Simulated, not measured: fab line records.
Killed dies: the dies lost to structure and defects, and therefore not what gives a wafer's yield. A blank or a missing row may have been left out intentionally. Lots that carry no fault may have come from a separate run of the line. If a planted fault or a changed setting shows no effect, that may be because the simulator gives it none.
The tool behind it: which one? -- flow n5_finfet -- 39 wafers from 13 lots sampled at 3 of the route's 1938 steps

== WHAT EACH GAUGE READ, for each wafer ==
N5_ILD0_INSPECT_06: inspects for defects (darkfield). Usual: raw_defect_count at 41, with a standard deviation of 19.
lot,measured,on,raw_defect_count,flag
L320,day 3 15:34,defect_inspect-01,62 54 28,
L322,day 4 08:37,defect_inspect-02,22 33 42,
L323,day 4 12:08,defect_inspect-01,39 36 34,
L326,day 5 05:33,defect_inspect-01,25 26 16,
L327,day 5 19:48,defect_inspect-01,39 53 69,
L328,day 5 20:23,defect_inspect-01,24 52 32,
L336,day 7 16:17,defect_inspect-01,56 62 120,
L338,day 8 03:17,defect_inspect-01,43 50 81,
L339,day 8 09:56,defect_inspect-02,58 40 38,
L340,day 8 19:46,defect_inspect-02,23 17 6,
L341,day 8 23:25,defect_inspect-01,37 17 21,
L342,day 9 06:55,defect_inspect-02,34 31 22,
L343,day 9 10:09,defect_inspect-01,42 39 20,

== TOOL THAT RAN EACH LOT (tool first, then ch and the chambers of the sampled wafers, then the start) ==
lot,N5_SD_ACTIVATION_LSA_01,N5_ILD0_LINER_00
L320,"laser_anneal-02 ch 0, day 3 08:46","ald_sin-02 ch 1,2,3, day 3 09:20"
L322,"laser_anneal-02 ch 0, day 4 01:53","ald_sin-01 ch 0,2,3, day 4 02:23"
L323,"laser_anneal-02 ch 0, day 4 05:23","ald_sin-03 ch 0,1, day 4 05:55"
L326,"laser_anneal-02, day 4 21:09","ald_sin-01 ch 0,2,3, day 4 23:05"
L327,"laser_anneal-01, day 5 12:48","ald_sin-03 ch 1,2, day 5 13:16"
L328,"laser_anneal-01 ch 0, day 5 12:53","ald_sin-01 ch 0,1,3, day 5 13:27"
L336,"laser_anneal-02 ch 0, day 7 09:20","ald_sin-03 ch 0,2,3, day 7 10:02"
L338,"laser_anneal-02 ch 0, day 7 20:30","ald_sin-02 ch 0,2,3, day 7 21:04"
L339,"laser_anneal-01 ch 0, day 8 03:08","ald_sin-03 ch 1,2,3, day 8 03:41"
L340,"laser_anneal-02 ch 0, day 8 12:50","ald_sin-03 ch 0,2,3, day 8 13:29"
L341,"laser_anneal-01 ch 0, day 8 16:20","ald_sin-02 ch 0,1,3, day 8 16:50"
L342,"laser_anneal-02 ch 0, day 8 23:56","ald_sin-03 ch 0,1, day 9 00:41"
L343,"laser_anneal-01 ch 0, day 9 03:22","ald_sin-02 ch 0,2, day 9 03:54"
- N5_SD_ACTIVATION_LSA_01: time 0.0008 s.
- N5_ILD0_LINER_00: material SiNx, target thk 4 nm, pulse time 1 s, purge time 2 s.

== AS READ BY THE TOOLS THEMSELVES (means over the sampled wafers that have a number; for cases with no such wafer, the mark the record gives instead) ==
N5_SD_ACTIVATION_LSA_01. Usual: wafer_temp_C_max at 1084.5, with a standard deviation of 1.1.
lot,tool,wafer_temp_C_max,flag
L320,laser_anneal-02,1084.8,
L322,laser_anneal-02,1083.9,
L323,laser_anneal-02,1085.6,
L326,laser_anneal-02,-,OFF
L327,laser_anneal-01,-,OFF
L328,laser_anneal-01,1084.8,
L336,laser_anneal-02,1083.1,
L338,laser_anneal-02,1084.4,
L339,laser_anneal-01,1086.4,
L340,laser_anneal-02,1085.5,
L341,laser_anneal-01,1085.6,
L342,laser_anneal-02,1084.4,
L343,laser_anneal-01,1085.8,

N5_ILD0_LINER_00. Usual: heater_power_w 825 W, standard deviation 58; precursor_pulse_height_rel 1.001, standard deviation 0.02; susceptor_temp_C 399.97 C, standard deviation 0.2.
lot,tool,heater_power_w (W),precursor_pulse_height_rel,susceptor_temp_C (C),flag
L320,ald_sin-02,880,0.995,400.04,
L322,ald_sin-01,814,1.006,399.89,
L323,ald_sin-03,824,1.015,399.88,
L326,ald_sin-01,817,1.006,400.06,
L327,ald_sin-03,869,0.999,399.69,
L328,ald_sin-01,786,1.011,399.83,
L336,ald_sin-03,826,1.012,399.87,
L338,ald_sin-02,854,0.987,399.85,
L339,ald_sin-03,842,0.999,399.94,
L340,ald_sin-03,824,1.010,400.00,
L341,ald_sin-02,897,1.007,400.08,
L342,ald_sin-03,775,0.999,400.08,
L343,ald_sin-02,806,0.996,400.00,

== THE ANSWER, worked out from the rows above alone ==
Rule: a lot is off if the mean of its wafers that have a number lies more than 3 standard deviations from the usual mean. A lot without any number at a reading at which 4 lots or more have one is off too. Any other lot the step has rows for is counted as sound. First the gauges in route order, then the tools' own readings, where a lot's mean is used as printed above. The first step at which some lot is off is used, and at that step the reading that is off furthest; a lot without a number counts as furthest.
Off: L326, L327 (N5_SD_ACTIVATION_LSA_01, wafer_temp_C_max). Without a number there: L326, L327.
A tool fits if, at that step or a process step before it, it ran every lot that is off, and no sound lot after the first of them. Of those tried, none fits.

== WHAT THE SIMULATOR HAD PUT IN ==
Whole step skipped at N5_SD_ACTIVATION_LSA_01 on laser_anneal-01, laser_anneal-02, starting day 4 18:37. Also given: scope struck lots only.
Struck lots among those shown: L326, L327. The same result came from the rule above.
